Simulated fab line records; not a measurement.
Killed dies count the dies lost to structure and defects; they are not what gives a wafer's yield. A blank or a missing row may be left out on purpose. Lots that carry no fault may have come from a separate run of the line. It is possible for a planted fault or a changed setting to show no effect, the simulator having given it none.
Struck lot and sound lot, side by side	flow n5 finfet	33 steps out of a route of 1938
Sound: these wafers, L773.1, L773.2, L773.5. Struck: wafer L766.3 (L766.2, L766.5, from the same lot, were not struck and are left out); the cause is given at the end.
Per side, at each step with rows, come the tool, then ch with its chambers, and then its first start. Under that, the readings that differ: sound wafers	struck wafers	difference of the means	sigmas: that difference in standard deviations of wafers without a fault.
alike: same words and numbers on both sides, and readings whose means sit less than 2 such deviations apart. not compared: any withheld reading, any reading some wafer has no value for, any bound like >300 that may hide the same value, and any number with overlapping values for which the record gives no deviation.
The two part at a step that has a row with sigmas, a row that says differs or no value, or rows on one side only. When numbers do not overlap yet have no deviation, they are printed without sigmas and do not part them. Lack of a reading on every wafer of one side parts them only where that side has two or more wafers.

first, 10 steps without rows for these wafers: N5_FIN_CUT_STRIP_22 (strips in N2/H2); N5_FIN_CUT_PRECLEAN_36 (cleans in O3/DIW, time 60 s); N5_FIN_CUT_SRD_32 (time 30 s); N5_FIN_CUT_UV_OZONE_34 (time 120 s); N5_STI_FIN_REVEAL_ALD_00 (deposits SiO2, target thk 1 nm, pulse time 1 s); N5_STI_FIN_REVEAL_ALD_14 (deposits Si3N4, target thk 3 nm); N5_STI_FIN_REVEAL_FCVD_FILL_01 (material SiO2 flowable, target thk 312 nm, time 512.2 s); N5_STI_FIN_REVEAL_DENSIFY_02 (time 1800 s); N5_STI_FIN_REVEAL_CMP_04 (polishes, stops on Si3N4, t overpolish 4 s, target thk 131.83 nm); N5_STI_FIN_REVEAL_DENSIFY_30.
N5_STI_FIN_REVEAL_ETCHBACK_08: etches SiO2 in C4F6/O2, target depth 30.5 nm, time 10.167 s.
  sound on rie diel-05 ch 0,2, day 8 04:40; struck on rie diel-04 ch 0, day 6 11:29
  alike: bias w, drypump motor current A, oes product au, rf vpp V, showerhead plenum p Torr, throttle valve pct
  not compared: rf hours counter h
then, 18 steps without rows for these wafers: N5_STI_FIN_REVEAL_STRIP_24 (strips in N2/H2, time 90 s); N5_STI_FIN_REVEAL_PRECLEAN_25 (cleans in SPM, time 90 s); N5_STI_FIN_REVEAL_PRECLEAN_26 (cleans in SC1, time 45 s); N5_STI_FIN_REVEAL_PRECLEAN_29 (cleans in DHF, time 30 s); N5_STI_FIN_REVEAL_SRD_12 (time 30 s); N5_STI_FIN_REVEAL_RECESS_09 (chemistry HF/NH3, target SiO2, afs cycles 11, target depth 42.5 nm, sublimation time 60 s); N5_STI_FIN_REVEAL_STRIP_16 (strips SiNx in H3PO4, target depth 23.8 nm); N5_STI_FIN_REVEAL_PRECLEAN_17 (cleans in NF3:NH3, afs cycles 1, time 20 s, sublimation time 60 s); N5_STI_FIN_REVEAL_ETCH_34 (etches Si in H2, material Si, target depth 0.97 nm); N5_STI_FIN_REVEAL_OXIDATION_31 (chemistry O2 PLASMA REMOTE, time 20 s); N5_STI_FIN_REVEAL_PRECLEAN_32 (cleans in NF3:NH3, afs cycles 1, time 20 s, sublimation time 60 s); N5_STI_FIN_REVEAL_STRIP_35 (strips Si3N4 in H3PO4, target depth 4 nm, time 39 s); N5_STI_FIN_REVEAL_SRD_21 (time 30 s); N5_STI_FIN_REVEAL_OXIDATION_33 (chemistry O2 PLASMA REMOTE, time 20 s); N5_STI_FIN_REVEAL_CLEAN_19 (cleans in O3/DIW, time 120 s); N5_STI_FIN_REVEAL_SRD_23 (time 30 s); N5_STI_FIN_REVEAL_PRECLEAN_18 (cleans in SC2, time 45 s); N5_STI_FIN_REVEAL_SRD_28 (time 30 s).
N5_STI_FIN_REVEAL_INSPECT_13: inspects for defects (darkfield).
  sound on defect inspect-01 at day 8 08:16; struck on defect inspect-01 at day 6 14:39
reading	sound	struck	difference	sigmas
raw defect count	14 10 12	1221	+1209	+99 or more
then, 1 step without rows for these wafers: N5_DUMMY_GATE_PRECLEAN_00 (cleans in O3/DIW, time 60 s).
-- the record jumps here: 5 days lie between the struck wafers' starts before and after (it left off in module DUMMY_GATE and takes up again in module BEOL_M4, whose first step shown is number 1111 of the route) --
N5_BEOL_M4_RC_MEAS_101:
  sound on prober-02 ch 0, day 14 01:35; struck on prober-01 ch 0, day 12 00:28
  alike: DIBL_N, DIBL_P, IOFF_N, IOFF_P, ION_N, ION_P, SS_N, SS_P, VT_N, VT_P
-- the record jumps here: 5 days lie between the struck wafers' starts before and after (it left off in module BEOL_M4 and takes up again in module PASSIVATION, whose first step shown is number 1936 of the route) --
N5_PASSIVATION_PROBE_49:
  only the struck wafers here have rows in the record (prober-01, day 16 14:53); the sound ones have none

WHERE THEY PART
Earliest at N5_STI_FIN_REVEAL_INSPECT_13; latest, in this record, at N5_PASSIVATION_PROBE_49.

WHY: what the simulator had put in
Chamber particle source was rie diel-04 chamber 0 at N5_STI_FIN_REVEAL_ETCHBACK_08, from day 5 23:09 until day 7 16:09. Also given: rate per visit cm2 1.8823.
